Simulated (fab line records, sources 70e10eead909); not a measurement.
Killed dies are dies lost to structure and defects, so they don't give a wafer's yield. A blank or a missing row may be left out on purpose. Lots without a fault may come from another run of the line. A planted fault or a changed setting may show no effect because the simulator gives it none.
Chamber matching | flow nand_harc | NHARC_A_WL_FILL_STRIP_29 on rie_diel-10: 4 sister chambers
The step strips in O2, time 20 s. 4 wafers are shown with their chamber, then 8 later ones without.

WAFERS WITH THEIR CHAMBER
wafer  | chamber | showerhead_plenum_p_Torr (Torr)
L086.5 | 3       | 3.36
L089.3 | 1       | 3.74
L089.5 | 2       | 3.56
L087.3 | 0       | 3.72

WAFERS WITHOUT THEIR CHAMBER
wafer  | showerhead_plenum_p_Torr (Torr)
L087.5 | 3.36
L087.6 | 3.73
L091.2 | 3.74
L091.4 | 3.36
L091.5 | 3.72
L095.2 | 3.72
L095.3 | 3.36
L095.6 | 3.36

WHICH CHAMBER EACH WENT THROUGH
wafer  | from the rows above     | in truth
L087.5 | 3                       | 3
L087.6 | can't be placed: 0 or 1 | 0
L091.2 | 1                       | 1
L091.4 | 3                       | 3
L091.5 | 0                       | 0
L095.2 | 0                       | 0
L095.3 | 3                       | 3
L095.6 | 3                       | 3
Placed correctly: 7 of 8. Can't be placed from these rows: 1 (the true chamber is among the candidates in 1). Placed wrongly: 0.
How it was worked out, from the rows above alone: a wafer's distance from a chamber is the root of the sum, over the readings, of the square of ((its reading less the chamber's mean) divided by the reading's scatter). The wafer belongs to the nearest chamber; if the next one is less than 2 further off, it can't be placed. A chamber's mean is the mean of its shown wafers. The scatter: with one shown wafer a chamber, the root of the mean of the squares of how far each hidden wafer lies from its nearest shown one.
